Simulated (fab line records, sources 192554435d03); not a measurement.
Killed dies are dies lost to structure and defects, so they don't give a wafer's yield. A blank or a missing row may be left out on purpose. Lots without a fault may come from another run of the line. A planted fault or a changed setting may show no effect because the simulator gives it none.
fab line records | flow n5_finfet
record lots=6 wafers=18 last_day=18
route steps=1938 shown GATE_CUT@489 BEOL_M4@1111
lots that met no fault: from a run of the same line without faults
start_h: hours from the record's first day to the start of the lot's first wafer shown | wait_h: hours since the lot's step before | " the same as in the row above | L1.1+2: a row that stands for several wafers | - no value, or no start given | * or withheld: withheld | < > ~ a bound
route shown NAME@n: a module of which the file shows steps, and the number in the route of the first | usual: mean/standard deviation of fault-free wafers | same: alike in all rows | chamber/n: place in a boat | sites: the reading at each site | _std_site: their standard deviation | _edge_site: outer sites' mean less inner sites' | radius_mm: how far each site lies from the wafer's centre | mask NAME#n: copy n | behind: the tool/chamber that last shaped the wafer | hold: why the lot was held/for how many hours/how that ended | device: the transistor (n, p or np) that didn't switch | end of line: the same wafers' tests at the end of the route | a step without rows: its recipe alone | killed: dies lost to structure and defects at the first sort, not the wafer's yield | map: a wafer's dies, x killed, . not, _ none there
set.NAME: the setting as run; set.NAME@STEP: as run at that earlier step | model.NAME: the simulator's own value behind a step, which no gauge read
lots at some steps of the route; a table a step, a row a wafer
services: from which hour (start_h, from the record's first day; less than 0 if before it) a tool's chamber was out of use, for how many hours, and why
## steps
# step N5_GATE_CUT_INSPECT_15
# recipe mode=adi inspect_instrument=brightfield
# usual raw_defect_count=138/42
# columns lot.wafer tool chamber start_h wait_h raw_defect_count
L404.4 defect_inspect-02 - 81.21 0.0 161
L404.5 " - " " 131
L404.6 " - " " 148
L409.1 defect_inspect-01 - 111.17 0.1 113
L409.5 " - " " 97
L409.6 " - " " 124
L412.2 defect_inspect-02 - 128.68 0.0 151
L412.3 " - " " 170
L412.6 " - " " 227
L424.2 defect_inspect-01 - 202.63 0.0 183
L424.3 " - " " 169
L424.5 " - " " 182
L425.1 defect_inspect-01 - 209.42 0.1 98
L425.4 " - " " 136
L425.5 " - " " 150
L427.2 defect_inspect-02 - 222.48 0.0 107
L427.3 " - " " 137
L427.5 " - " " 140
# step N5_GATE_CUT_DESCUM_18
# recipe chemistry=O2 time_s=7 source_power_w=50 bias_power_w=20 pressure_mtorr=20 rf_frequency_hz=2.712e+07 temp_c=40 resist=CAR-EUV o2_flow_sccm=225
# usual drypump_motor_current_A=5.7/0.35 oes_product_au=0.78/0.079 rf_vpp_V=243.1/1.6 showerhead_plenum_p_Torr=2.09/0.084 throttle_valve_pct=20.47/0.24
# columns lot.wafer tool chamber start_h wait_h drypump_motor_current_A oes_product_au rf_hours_counter_h rf_vpp_V showerhead_plenum_p_Torr throttle_valve_pct
L404.4 rie_diel-02 3 81.25 0.0 5.5 0.78 128 243.7 2.10 20.49
L404.5 " 0 " " 5.4 0.72 - 245.3 2.16 20.39
L404.6 " 1 " " 6.3 0.83 - 245.2 2.22 20.77
L409.1 rie_diel-06 1 111.21 0.0 5.9 0.78 114 240.6 1.95 20.89
L409.5 " 0 " " 5.7 0.82 - 245.6 2.20 20.41
L409.6 " 3 " " 5.3 0.68 - 241.8 1.97 20.33
L412.2 rie_diel-02 3 128.71 0.0 5.5 0.76 142 242.6 2.09 20.49
L412.3 " 0 " " 5.4 0.71 222 244.3 2.15 20.40
L412.6 " 0 " " 5.4 0.72 - 243.4 2.15 20.39
L424.2 rie_diel-02 3 202.66 0.0 5.5 0.75 165 243.5 2.08 20.54
L424.3 " 1 " " 6.3 0.79 107 245.4 2.20 20.82
L424.5 " 1 " " 6.3 0.77 - 245.9 2.20 20.81
L425.1 rie_diel-05 3 209.46 0.0 5.6 0.92 22 242.7 2.05 20.21
L425.4 " 2 " " 6.0 0.70 212 245.3 2.16 20.25
L425.5 " 3 " " 5.6 0.92 - 242.8 2.05 20.23
L427.2 rie_diel-05 3 222.51 0.0 5.6 0.91 26 242.7 2.04 20.23
L427.3 " 0 " " 6.2 0.73 175 242.7 2.08 20.38
L427.5 " 1 " " 5.2 0.87 - 241.1 2.04 20.34
# step N5_GATE_CUT_ETCH_28
# recipe chemistry=N2/H2 target=underlayer target_depth_a=130 mask_material=CAR-EUV time_s=10.4 ion_energy_ev=200 pressure_mtorr=30 source_w=840 bias_w=150 n2_flow_sccm=200 h2_flow_sccm=200 ends=cleared
# step N5_GATE_CUT_ETCH_36
# recipe chemistry=CF4 target=SiARC target_depth_a=130 mask_material=CAR-EUV time_s=21.7 ion_energy_ev=80 pressure_mtorr=40 source_w=545 bias_w=36 Ar_flow_sccm=100 cf4_flow_sccm=100 ends=cleared
# usual drypump_motor_current_A=5.7/0.34 etch_rf_on_time_s=21.6/0.32 oes_product_au=0.67/0.067 rf_vpp_V=184.0/1.3 showerhead_plenum_p_Torr=2.14/0.082 throttle_valve_pct=15.66/0.21
# columns lot.wafer tool chamber start_h wait_h drypump_motor_current_A etch_rf_on_time_s oes_product_au rf_hours_counter_h rf_vpp_V showerhead_plenum_p_Torr throttle_valve_pct
L404.4 rie_diel-02 3 81.31 0.0 5.5 21.9 0.66 128 183.8 2.15 15.69
L404.5 " 0 " " 5.4 21.7 0.62 - 183.4 2.21 15.61
L404.6 " 1 " " 6.3 21.3 0.71 - 184.7 2.26 15.86
L409.1 rie_diel-06 1 111.26 0.0 5.9 21.4 0.67 114 182.1 2.00 15.97
L409.5 " 0 " " 5.7 21.7 0.72 - 183.7 2.25 15.58
L409.6 " 3 " " 5.3 22.5 0.58 - 182.4 2.03 15.66
L412.2 rie_diel-02 3 128.77 0.0 5.5 21.8 0.65 142 185.8 2.14 15.71
L412.3 " 0 " " 5.4 21.7 0.60 222 185.8 2.20 15.65
L412.6 " 0 " " 5.4 21.6 0.61 - 184.1 2.20 15.65
L424.2 rie_diel-02 3 202.72 0.0 5.5 22.1 0.63 165 185.4 2.13 15.76
L424.3 " 1 " " 6.3 21.5 0.67 107 183.6 2.25 15.95
L424.5 " 1 " " 6.3 21.4 0.67 - 185.2 2.25 15.93
L425.1 rie_diel-05 3 209.51 0.0 5.5 21.8 0.78 22 183.4 2.11 15.39
L425.4 " 2 " " 6.0 21.8 0.61 212 184.1 2.20 15.48
L425.5 " 3 " " 5.6 21.6 0.78 - 184.4 2.11 15.39
L427.2 rie_diel-05 3 222.56 0.0 5.6 21.5 0.78 26 182.5 2.11 15.39
L427.3 " 0 " " 6.1 21.3 0.63 175 183.8 2.14 15.67
L427.5 " 1 " " 5.2 21.4 0.74 - 182.8 2.10 15.55
# step N5_GATE_CUT_ETCH_37
# recipe chemistry=N2/H2 target=SOC target_depth_a=600 overetch_a=120 mask_material=SiARC temp_c=40 time_s=90 ion_energy_ev=200 pressure_mtorr=30 source_w=840 bias_w=150 n2_flow_sccm=200 h2_flow_sccm=200
# usual drypump_motor_current_A=5.7/0.34 n2_flow_sccm=200.0/0.65 oes_product_au=0.70/0.066 rf_vpp_V=523.8/2.9 showerhead_plenum_p_Torr=2.53/0.11 throttle_valve_pct=17.87/0.23
# columns lot.wafer tool chamber start_h wait_h drypump_motor_current_A n2_flow_sccm oes_product_au rf_hours_counter_h rf_vpp_V showerhead_plenum_p_Torr throttle_valve_pct
L404.4 rie_diel-02 3 81.33 0.0 5.5 199.3 0.70 128 525.1 2.55 17.89
L404.5 " 0 " " 5.4 199.8 0.65 - 527.4 2.62 17.80
L404.6 " 1 " " 6.3 201.2 0.74 - 528.6 2.70 18.12
L409.1 rie_diel-06 1 111.29 0.0 5.9 200.0 0.70 114 519.0 2.36 18.13
L409.5 " 0 " " 5.8 199.4 0.75 - 528.1 2.68 17.94
L409.6 " 3 " " 5.3 199.3 0.62 - 518.5 2.39 17.71
L412.2 rie_diel-02 3 128.79 0.0 5.5 200.1 0.69 142 524.4 2.54 17.92
L412.3 " 0 " " 5.4 200.2 0.64 222 525.7 2.61 17.82
L412.6 " 0 " " 5.4 200.7 0.64 - 525.0 2.61 17.85
L424.2 rie_diel-02 3 202.74 0.0 5.5 200.8 0.68 165 524.5 2.53 17.94
L424.3 " 1 " " 6.3 200.9 0.70 107 526.6 2.68 18.18
L424.5 " 1 " " 6.3 200.2 0.69 - 527.7 2.68 18.17
L425.1 rie_diel-05 3 209.54 0.0 5.6 199.6 0.83 22 522.5 2.50 17.76
L425.4 " 2 " " 6.1 200.1 0.63 212 525.3 2.62 17.56
L425.5 " 3 " " 5.6 199.6 0.81 - 522.7 2.49 17.76
L427.2 rie_diel-05 3 222.59 0.0 5.6 199.1 0.81 26 521.2 2.49 17.77
L427.3 " 0 " " 6.1 199.5 0.64 175 523.5 2.53 17.87
L427.5 " 1 " " 5.2 199.9 0.77 - 523.6 2.48 17.74
# step N5_GATE_CUT_STRIP_38
# recipe chemistry=N2/H2 temp_c=40 n2_flow_sccm=200 h2_flow_sccm=200 rf_frequency_hz=6e+07
# step N5_GATE_CUT_STRIP_39
# recipe chemistry=N2/H2 temp_c=40 n2_flow_sccm=200 h2_flow_sccm=200 rf_frequency_hz=6e+07
# step N5_GATE_CUT_HM_OPEN_40
# recipe chemistry=C4F6/O2 target=SiO2 mask_material=SiARC target_depth_a=1390 time_s=85.1 ion_energy_ev=250 pressure_mtorr=30 source_w=345 bias_w=185 Ar_flow_sccm=300 C4F6_flow_sccm=10 O2_flow_sccm=10 ends=cleared
# usual drypump_motor_current_A=5.7/0.34 etch_rf_on_time_s=93.8/1.8 oes_product_au=0.71/0.07 rf_vpp_V=664/5.1 showerhead_plenum_p_Torr=2.84/0.11 throttle_valve_pct=20.99/0.21
# columns lot.wafer tool chamber start_h wait_h drypump_motor_current_A etch_rf_on_time_s oes_product_au rf_hours_counter_h rf_vpp_V showerhead_plenum_p_Torr throttle_valve_pct
L404.4 rie_diel-02 3 81.42 0.0 5.5 92.8 0.71 128 672 2.84 20.94
L404.5 " 0 " " 5.4 93.7 0.65 - 666 2.93 20.89
L404.6 " 1 " " 6.4 91.7 0.76 - 668 3.00 21.22
L409.1 rie_diel-06 1 111.37 0.0 6.0 91.3 0.71 114 668 2.65 21.31
L409.5 " 0 " " 5.7 97.3 0.75 - 664 2.99 20.96
L409.6 " 3 " " 5.3 95.6 0.62 - 661 2.70 20.86
L412.2 rie_diel-02 3 128.88 0.0 5.5 94.0 0.69 142 672 2.84 20.97
L412.3 " 0 " " 5.4 93.7 0.64 222 664 2.93 20.93
L412.6 " 0 " " 5.4 95.4 0.63 - 664 2.93 20.92
L424.2 rie_diel-02 3 202.83 0.0 5.5 95.1 0.67 165 673 2.83 20.99
L424.3 " 1 " " 6.3 92.8 0.71 107 669 2.98 21.29
L424.5 " 1 " " 6.3 93.0 0.71 - 669 2.98 21.28
L425.1 rie_diel-05 3 209.62 0.0 5.6 92.2 0.83 22 666 2.80 20.84
L425.4 " 2 " " 6.0 96.8 0.64 212 662 2.92 20.71
L425.5 " 3 " " 5.5 94.2 0.83 - 665 2.81 20.83
L427.2 rie_diel-05 3 222.67 0.0 5.6 93.0 0.82 26 665 2.80 20.85
L427.3 " 0 " " 6.2 93.4 0.64 175 665 2.85 21.00
L427.5 " 1 " " 5.2 95.4 0.78 - 654 2.79 20.91
# step N5_GATE_CUT_STRIP_41
# recipe chemistry=CF4 resist=SiARC power_w=300 bias_power_w=75 pressure_mtorr=50 cf4_flow_sccm=150 rf_frequency_hz=6e+07
# step N5_GATE_CUT_STRIP_42
# recipe chemistry=O2 power_w=400 temp_c=40 pressure_mtorr=30 rf_frequency_hz=6e+07 bias_power_w=0 overash_fraction=0.3 o2_flow_sccm=225
# step N5_GATE_CUT_ETCH_19
# recipe chemistry=CH3F/O2 target=SiNx mask_material=SiO2 target_depth_a=537 time_s=76.7 pressure_mtorr=30 source_w=395 bias_w=73 Ar_flow_sccm=150 CH3F_flow_sccm=30 O2_flow_sccm=20 ion_energy_ev=120 ends=cleared
# step N5_GATE_CUT_CUT_ETCH_53
# recipe chemistry=SF6/Cl2 target=W mask_material=SiO2 target_depth_a=792 pressure_mtorr=8 icp_w=900 bias_w=80 SF6_flow_sccm=40 Cl2_flow_sccm=60 ends=cleared
# usual drypump_motor_current_A=5.8/0.34 etch_rf_on_time_s=26.48/0.21 oes_product_au=0.72/0.11 throttle_valve_pct=28.92/0.15
# columns lot.wafer tool chamber start_h wait_h drypump_motor_current_A etch_rf_on_time_s oes_product_au rf_hours_counter_h throttle_valve_pct
L404.4 rie_metal-03 0 81.71 0.1 5.4 26.30 0.71 - 29.07
L404.5 " 0 " " 5.5 26.37 0.71 - 29.04
L404.6 " 0 " " 5.4 26.52 0.71 - 29.06
L409.1 rie_metal-03 0 111.60 0.1 5.5 26.53 0.70 51 29.05
L409.5 " 1 " " 5.6 26.66 0.84 - 28.77
L409.6 " 0 " " 5.5 26.52 0.69 - 29.06
L412.2 rie_metal-03 1 129.11 0.1 5.6 26.79 0.82 3 28.76
L412.3 " 0 " " 5.5 26.43 0.69 - 29.07
L412.6 " 0 " " 5.5 26.33 0.70 - 29.07
L424.2 rie_metal-01 1 203.05 0.1 6.2 26.72 0.57 106 28.76
L424.3 " 0 " " 6.1 26.24 0.83 - 28.89
L424.5 " 0 " " 6.1 26.42 0.82 - 28.88
L425.1 rie_metal-03 1 209.85 0.1 5.6 26.68 0.80 9 28.78
L425.4 " 1 " " 5.6 26.49 0.80 - 28.79
L425.5 " 1 " " 5.6 26.53 0.79 - 28.76
L427.2 rie_metal-01 0 222.90 0.1 6.1 26.10 0.81 8 28.89
L427.3 " 1 " " 6.3 26.48 0.57 - 28.77
L427.5 " 0 " " 6.1 25.95 0.82 - 28.87
# step N5_GATE_CUT_CUT_ETCH_54
# recipe chemistry=Cl2/BCl3 target=TiN mask_material=SiO2 target_depth_a=967 pressure_mtorr=10 icp_w=1000 bias_w=126 Cl2_flow_sccm=53.25 bcl3_flow_sccm=21.75 Ar_flow_sccm=25 ends=cleared
# usual drypump_motor_current_A=5.8/0.34 etch_rf_on_time_s=36.9/0.36 oes_product_au=0.72/0.11 throttle_valve_pct=22.27/0.15
# columns lot.wafer tool chamber start_h wait_h drypump_motor_current_A etch_rf_on_time_s oes_product_au rf_hours_counter_h throttle_valve_pct
L404.4 rie_metal-03 0 81.83 0.1 5.5 37.4 0.70 - 22.42
L404.5 " 0 " " 5.5 37.0 0.70 - 22.41
L404.6 " 0 " " 5.5 37.1 0.71 - 22.42
L409.1 rie_metal-03 0 111.66 0.0 5.4 36.8 0.70 51 22.43
L409.5 " 1 " " 5.6 43.0 0.78 - 22.22
L409.6 " 0 " " 5.4 36.4 0.70 - 22.42
L412.2 rie_metal-03 1 129.17 0.0 5.6 42.4 0.77 3 22.22
L412.3 " 0 " " 5.4 36.5 0.69 - 22.42
L412.6 " 0 " " 5.4 36.8 0.69 - 22.41
L424.2 rie_metal-01 1 203.11 0.0 6.2 36.8 0.58 106 22.19
L424.3 " 0 " " 6.1 36.3 0.83 - 22.10
L424.5 " 0 " " 6.1 36.5 0.82 - 22.09
L425.1 rie_metal-03 1 209.91 0.0 5.6 37.1 0.79 9 22.15
L425.4 " 1 " " 5.6 37.0 0.80 - 22.15
L425.5 " 1 " " 5.6 37.2 0.79 - 22.17
L427.2 rie_metal-01 0 222.96 0.0 6.1 36.5 0.81 8 22.10
L427.3 " 1 " " 6.3 36.8 0.57 - 22.21
L427.5 " 0 " " 6.1 36.8 0.81 - 22.09
# step N5_GATE_CUT_CUT_ETCH_55
# recipe chemistry=BCl3 target=HfO2 mask_material=SiO2 target_depth_a=32 ion_energy_ev=30 pressure_mtorr=5 icp_w=450 bias_w=18 bcl3_flow_sccm=80
# step N5_BEOL_M4_RC_MEAS_101
# usual DIBL_N=36.3/1.6 DIBL_P=36.5/1.6 IOFF_N=0.163/0.026 IOFF_P=0.22/0.033 ION_N=676/9.9 ION_P=464/6.5 SS_N=71.5/0.5 SS_P=73.3/0.64 VT_N=249.3/2.9 VT_P=-250/3.2
# columns lot.wafer tool chamber start_h wait_h DIBL_N[mV/V] DIBL_P[mV/V] IOFF_N[nA/um] IOFF_P[nA/um] ION_N[uA/um] ION_P[uA/um] SS_N[mV/dec] SS_P[mV/dec] VT_N[mV] VT_P[mV]
L404.4 prober-02 0 178.81 0.5 34.6 35.4 0.146 0.17 662 454 72.0 73.3 251.9 -253
L404.5 " 0 " " 35.1 36.8 0.163 0.19 685 469 71.6 73.5 250.4 -252
L404.6 " 0 " " 37.1 38.0 0.192 0.22 679 463 72.2 73.5 249.4 -252
L409.1 prober-02 0 208.22 0.0 37.1 37.4 0.178 0.20 679 458 71.6 73.9 247.0 -252
L409.5 " 0 " " 37.9 39.1 0.196 0.24 676 460 71.7 74.7 245.6 -249
L409.6 " 0 " " 36.3 37.2 0.171 0.20 684 464 72.0 73.7 247.7 -253
L412.2 prober-01 0 235.26 0.2 36.2 37.9 0.166 0.22 676 458 72.0 73.1 248.0 -248
L412.3 " 0 " " 32.9 33.1 0.108 0.15 653 453 70.8 71.0 254.9 -253
L412.6 " 0 " " 34.8 35.3 0.141 0.17 670 456 70.8 72.5 248.7 -254
L424.2 prober-01 0 304.34 0.2 36.2 39.3 0.170 0.23 669 460 71.8 74.0 246.4 -248
L424.3 " 0 " " 35.7 38.4 0.167 0.22 679 460 71.3 73.0 249.9 -248
L424.5 " 0 " " 35.8 38.8 0.165 0.22 681 468 71.3 74.3 249.0 -250
L425.1 prober-01 0 309.23 0.0 35.3 35.1 0.138 0.19 666 459 70.7 73.3 252.5 -253
L425.4 " 0 " " 35.9 36.4 0.150 0.21 681 466 71.1 73.1 249.6 -251
L425.5 " 0 " " 37.2 37.8 0.168 0.23 678 461 71.6 74.1 251.5 -251
L427.2 prober-01 0 320.63 0.2 36.4 35.6 0.161 0.23 686 466 72.0 73.8 247.9 -248
L427.3 " 0 " " 36.5 35.7 0.180 0.24 687 467 71.3 73.3 248.0 -247
L427.5 " 0 " " 37.7 36.8 0.195 0.25 691 467 72.5 74.8 244.9 -246
## services
# columns tool chamber start_h hours kind
rie_metal-03 1 69.07 - clean
rie_metal-03 1 69.07 20.5 scheduled_down
rie_metal-03 1 69.07 20.5 vent_cycle
rie_diel-05 1 74.20 - clean
rie_diel-05 1 74.20 - consumable_replace:focus_ring
rie_diel-05 1 74.20 19.4 scheduled_down
rie_diel-05 1 74.20 19.4 vent_cycle
rie_metal-01 0 103.51 - clean
rie_metal-01 0 103.51 27.0 scheduled_down
rie_metal-01 0 103.51 27.0 vent_cycle
rie_diel-05 3 106.00 - clean
rie_diel-05 3 106.00 - consumable_replace:focus_ring
rie_diel-05 3 106.00 22.3 scheduled_down
rie_diel-05 3 106.00 22.3 vent_cycle
rie_diel-06 3 106.80 1.2 repair
rie_diel-06 - 110.12 0.7 repair
rie_diel-06 0 151.75 8.8 repair
rie_diel-06 1 185.66 1.9 repair
rie_diel-02 2 186.31 1.2 repair
rie_diel-02 - 211.42 0.1 repair
rie_diel-02 0 219.73 - clean
rie_diel-02 0 219.73 - consumable_replace:focus_ring
rie_diel-02 0 219.73 32.4 scheduled_down
rie_diel-02 0 219.73 32.4 vent_cycle
## key
first_sign step=N5_GATE_CUT_CUT_ETCH_54 reading=etch_rf_on_time_s direction=up sigmas=16 usual=* struck=*
effect none on later readings
met_at N5_GATE_CUT_CUT_ETCH_54
struck_wafers L409.5,L412.2
fault kind=process_parameter_drift tool=rie_metal-03 chamber=1 onset_h=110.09 steps=N5_GATE_CUT_CUT_ETCH_54 channel=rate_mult offset=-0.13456 shape=step end_h=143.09
